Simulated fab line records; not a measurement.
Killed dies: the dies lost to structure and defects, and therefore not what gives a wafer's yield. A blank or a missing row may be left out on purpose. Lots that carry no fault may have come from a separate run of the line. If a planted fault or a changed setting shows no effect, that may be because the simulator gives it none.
Code-filled problem report in 8D (eight disciplines) form :: flow nand-harc :: the parts of the form that need people (team, actions taken, sign-off) are left out

1. WHAT WENT WRONG
Wafers without a fault read 843.2 s, standard deviation 1.1; run-length-s at NHARC_P_ZERO_WELL_STRIP_56 reads a mean of 261.4 s on 9 wafers belonging to 3 lots. So: -99 or more standard deviations from the usual mean.
The step: strips in SPM, time 840 s.
Seen first at day 8 04:19 on wet-bench-09, wafer L294.5. At this step, 39 wafers from 13 lots have a number in the record. The rule behind "out" and "out of limits": a value lying over 4 standard deviations away from the usual mean. The other wafers with a number count as sound.

2. WHAT IT IS, WHAT IT ISN'T
question: which readings at this step
is: run-length-s
is not: -

question: which lots
is: L294, L295, L296
is not: L278, L279, L280, L281, L282, L284, L285, L286, L297, L299

question: which wafers of those lots
is: all that have a number
is not: -

question: read on which tools
is: wet-bench-09
is not: wet-bench-04, wet-bench-05

question: when
is: from day 8 04:19
is not: up to then (24 sound wafers); but 6 sound wafers of L297, L299 came after

3. THE SUSPECTS, EACH WITH WHAT RULES IT OUT
Counting: a tool at a process step up to the reading stays a suspect if it ran every lot that is out and no sound lot after the first of them.
- wet-bench-09 at NHARC_P_ZERO_WELL_STRIP_56 (strips in SPM, time 840 s): kept. Every lot that is out went through it, starting with L294 (day 8 04:19), and after that it ran no sound lot; the last sound lot it ran before then is L286 (day 4 20:38). Out on those wafers are its own readings of run-length-s.
The count leaves wet-bench-09 at NHARC_P_ZERO_WELL_STRIP_56.

4. THE CAUSE (what the simulator had put in)
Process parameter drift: wet-bench-09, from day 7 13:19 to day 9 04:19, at NHARC_P_ZERO_WELL_STRIP_56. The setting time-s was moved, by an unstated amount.
Counting left only this tool.

5. THE EFFECT CHAIN, in route order
Each row: a reading whose mean over the struck wafers that have a number lies more than 3 standard deviations from the usual. Readings are gone through only where the record gives a usual standard deviation; hours: the median, over the lots, of the time from a lot's start at the first step in this table giving one to that lot's start at this step; sigmas: the change measured in usual standard deviations.
hours: 0
step: NHARC_P_ZERO_WELL_STRIP_56
reading: run-length-s
usual: 843.2 s
on struck wafers: 261.4
change: -581.8
sigmas: -99 or more
Process steps it contains:
- NHARC_P_ZERO_WELL_STRIP_56: strips in SPM, time 840 s.
At these later measuring or inspecting steps, every struck wafer for which the step has a row has a number for every such reading, and none has moved that far: NHARC_P_STI_CD_MEAS_09.

6. HOW IT WOULD HAVE BEEN CAUGHT EARLIER
15 hours passed between the start of the fault at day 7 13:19 and the first reading out of limits in this record, taken at day 8 04:19.
